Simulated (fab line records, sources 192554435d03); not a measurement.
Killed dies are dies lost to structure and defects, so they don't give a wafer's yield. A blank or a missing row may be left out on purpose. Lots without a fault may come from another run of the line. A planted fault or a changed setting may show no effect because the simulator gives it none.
A struck lot beside a sound one | flow n5_finfet | 36 steps out of a route of 1938
Sound: wafers L109.1, L109.4, L109.5. Struck: wafer L995.3. (L995.1, L995.5 of the same lot were not struck and are left out.) The cause comes at the end.
At each step with rows: each side's tool, then ch and its chambers, then its first start. Under that, the readings that differ: sound wafers | struck wafers | difference of the means | sigmas: that difference in standard deviations of wafers without a fault.
alike: readings whose means differ by less than 2 such deviations, and words and numbers that are the same on both sides. not compared: withheld readings, readings that some wafer has no value for, bounds like >300 that may hide the same value, and numbers for which the record gives no deviation and whose values overlap.
The two part at a step that has a row with sigmas, a row that says differs or no value, or rows on one side only. Numbers that don't overlap but have no deviation are shown without sigmas and don't part them. A reading that every wafer of one side lacks parts them only if that side has two wafers or more.

first, 8 steps without rows for these wafers: N5_BEOL_M0_ANNEAL_119 (time 90 s); N5_BEOL_M0_CMP_120 (polishes, stops on SiOC, t overpolish 6.9 s); N5_BEOL_M0_PRE_CLEAN_131 (time 15 s); N5_BEOL_M0_CO_CAP_123 (material Co, precursor CCTBA/H2, target thk 2 nm, time 102.1 s); N5_BEOL_M0_PRE_CLEAN_124 (time 15 s); N5_BEOL_M0_DEP_125 (deposits SiCN from 3MS/NH3, target thk 8 nm, time 14 s); N5_BEOL_M1_ILD_DEP_00 (deposits SiOC from DEMS/O2, target thk 79 nm, time 15.3 s); N5_BEOL_M1_PECVD_72 (deposits SiO2 from TEOS/O2, target thk 16 nm, time 18 s).
N5_BEOL_M1_HM_DEP_02: deposits TiN, target thk 20 nm.
  sound on pvd_sputter-03, day 12 01:20; struck on pvd_sputter-01, day 8 17:05
  reading                                    | sound        | struck | difference | sigmas
  model.TiN_of_BEOL_M1_HM_DEP_02.thk_nm (nm) | 19.8 20 19.8 | 14     | -6         |
  alike: throttle_valve_pct
then, 16 steps without rows for these wafers: N5_BEOL_M1_COAT_61 (time 60 s, resist thk 60 nm); N5_BEOL_M1_COAT_62 (time 60 s, resist thk 12 nm); N5_BEOL_M1_COAT_73 (time 60 s, resist thk 5 nm); N5_BEOL_M1_COAT_05 (resist thk 30 nm); N5_BEOL_M1_EBR_07; N5_BEOL_M1_SOFTBAKE_06 (time 60 s); N5_BEOL_M1_EXPOSE_08 (exposes mask M1); N5_BEOL_M1_PEB_09 (peb time 60 s); N5_BEOL_M1_DEVELOP_10 (develop time 30 s); N5_BEOL_M1_DESCUM_16 (chemistry O2, time 7 s); N5_BEOL_M1_ETCH_74 (etches underlayer in N2/H2, target depth 6.5 nm, time 5.2 s); N5_BEOL_M1_ETCH_63 (etches SiARC in CF4, target depth 15.6 nm, time 26 s); N5_BEOL_M1_ETCH_64 (etches SOC in N2/H2, target depth 75 nm, overetch 15 nm, time 112.5 s); N5_BEOL_M1_STRIP_65 (strips in N2/H2); N5_BEOL_M1_STRIP_75 (strips in N2/H2); N5_BEOL_M1_STRIP_66 (strips in CF4).
N5_BEOL_M1_HM_OPEN_17: chemistry Cl2/BCl3, target TiN, target depth 20 nm, overetch 6 nm.
  sound on rie_metal-02 ch 0,1, day 12 02:16; struck on rie_metal-03 ch 1, day 8 17:50
  reading                  | sound            | struck | difference | sigmas
  model.etch.depth_nm (nm) | 19.88 19.92 19.7 | 14.04  | -5.79      |
  alike: chamber_pressure_mTorr, drypump_motor_current_A, oes_product_au, throttle_valve_pct
  not compared: rf_hours_counter_h
then, 8 steps without rows for these wafers: N5_BEOL_M1_STRIP_19 (strips in O2); N5_BEOL_M1_COAT_67 (time 60 s, resist thk 60 nm); N5_BEOL_M1_COAT_68 (time 60 s, resist thk 12 nm); N5_BEOL_M1_COAT_76 (time 60 s, resist thk 5 nm); N5_BEOL_M1_COAT_22 (resist thk 30 nm); N5_BEOL_M1_EBR_24; N5_BEOL_M1_SOFTBAKE_23 (time 60 s); N5_BEOL_M1_EXPOSE_25 (exposes mask V0, defocus 5 nm, target cd 24 nm).
N5_BEOL_M1_TRENCH_ETCH_37: etches SiOC in C4F6/O2, target depth 55.207 nm, time 29 s.
  sound on rie_diel-05 ch 0,2,3; struck on rie_diel-02 ch 1
  reading                                    | sound          | struck | difference | sigmas
  rf_vpp_V (V)                               | 658 672 665    | 689    | +24        | +2
  model.TiN_of_BEOL_M1_HM_DEP_02.thk_nm (nm) | 17.6 17.6 17.4 | 11.6   | -5.9       |
  alike: chamber_pressure_mTorr, drypump_motor_current_A, oes_o_777_au, oes_product_au, showerhead_plenum_p_Torr, throttle_valve_pct
  not compared: rf_hours_counter_h
-- the record jumps here: 4 days lie between the struck wafers' starts before and after (it left off in module BEOL_M1 and takes up again in module BEOL_M4, whose first step shown is number 1111 of the route) --
N5_BEOL_M4_RC_MEAS_101:
  sound on prober-02 ch 0, day 15 13:25; struck on prober-01 ch 0, day 12 12:52
  alike: DIBL_N, DIBL_P, IOFF_N, IOFF_P, ION_N, ION_P, SS_N, SS_P, VT_N, VT_P

WHERE THEY PART
Only at N5_BEOL_M1_TRENCH_ETCH_37, within this record. Later steps at which nothing parts them and some readings are alike: N5_BEOL_M4_RC_MEAS_101.

WHY: what the simulator had put in
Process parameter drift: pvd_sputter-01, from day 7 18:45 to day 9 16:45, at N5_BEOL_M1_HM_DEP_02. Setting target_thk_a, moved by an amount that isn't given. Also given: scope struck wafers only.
